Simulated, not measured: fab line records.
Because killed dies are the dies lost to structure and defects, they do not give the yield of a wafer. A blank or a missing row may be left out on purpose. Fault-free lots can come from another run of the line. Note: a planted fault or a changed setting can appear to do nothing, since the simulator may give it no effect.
Matching of chambers -- flow n5_finfet -- rie_diel-04 running N5_BEOL_M3_DESCUM_33: 4 sister chambers
The step chemistry O2, time 7 s. 27 wafers are shown with their chamber, then 12 later ones without.

## EACH WAFER AND ITS CHAMBER
wafer,chamber,showerhead_plenum_p_Torr (Torr),drypump_motor_current_A (A),oes_product_au (a.u.)
L076.1,3,2.07,6.4,0.76
L076.2,0,2.10,5.3,0.93
L076.3,2,1.99,4.7,0.71
L076.4,1,2.10,5.6,0.80
L076.5,3,2.07,6.4,0.76
L076.6,0,2.10,5.3,0.93
L078.4,1,2.10,5.7,0.80
L078.5,0,2.10,5.3,0.92
L078.6,3,2.07,6.4,0.76
L081.2,0,2.10,5.3,0.92
L081.3,2,1.98,4.7,0.71
L081.5,3,2.07,6.4,0.76
L080.3,3,2.07,6.4,0.75
L080.4,0,2.10,5.3,0.92
L080.5,1,2.10,5.7,0.80
L082.2,2,1.98,4.7,0.70
L082.3,0,2.10,5.3,0.90
L082.6,3,2.07,6.4,0.75
L084.1,3,2.07,6.4,0.75
L084.4,2,1.98,4.7,0.69
L084.6,0,2.10,5.3,0.89
L086.1,0,2.10,5.3,0.90
L086.2,2,1.98,4.8,0.70
L086.3,1,2.10,5.7,0.79
L086.4,3,2.07,6.4,0.74
L086.5,3,2.07,6.4,0.74
L086.6,0,2.10,5.3,0.88

SIGNATURES (averages over the wafers above)
reading,chamber 0,chamber 1,chamber 2,chamber 3,scatter within a chamber
showerhead_plenum_p_Torr,2.1000,2.1000,1.9820,2.0700,0.00187
drypump_motor_current_A,5.300,5.675,4.720,6.400,0.026
oes_product_au,0.9100,0.7975,0.7020,0.7522,0.0124
Rule: a wafer's distance from a chamber is the root of the sum, over the readings, of the square of ((its reading less the chamber's mean) divided by the reading's scatter). The wafer belongs to the nearest chamber; if the next one is less than 2 further off, it can't be placed. The scatter is the square root of a quotient: the sum, over the shown wafers, of each reading's squared deviation from its chamber's mean, divided by wafers minus chambers.

## WAFERS WITH NO CHAMBER GIVEN
wafer,showerhead_plenum_p_Torr (Torr),drypump_motor_current_A (A),oes_product_au (a.u.)
L090.1,2.06,6.4,0.74
L090.2,1.98,4.7,0.70
L090.6,1.98,4.8,0.69
L091.1,2.10,5.3,0.88
L091.2,1.97,4.7,0.68
L091.3,2.09,5.7,0.78
L091.4,2.06,6.4,0.73
L091.5,2.09,5.3,0.87
L091.6,2.09,5.6,0.77
L092.2,2.06,6.4,0.73
L092.4,2.09,5.3,0.86
L092.6,2.06,6.4,0.73

## WHICH CHAMBER EACH WENT THROUGH
wafer,from the rows above,in truth
L090.1,3,3
L090.2,2,2
L090.6,2,2
L091.1,0,0
L091.2,2,2
L091.3,1,1
L091.4,3,3
L091.5,0,0
L091.6,1,1
L092.2,3,3
L092.4,0,0
L092.6,3,3
Placed correctly: 12 of 12. Not placeable from these rows: 0. Wrongly placed: 0.
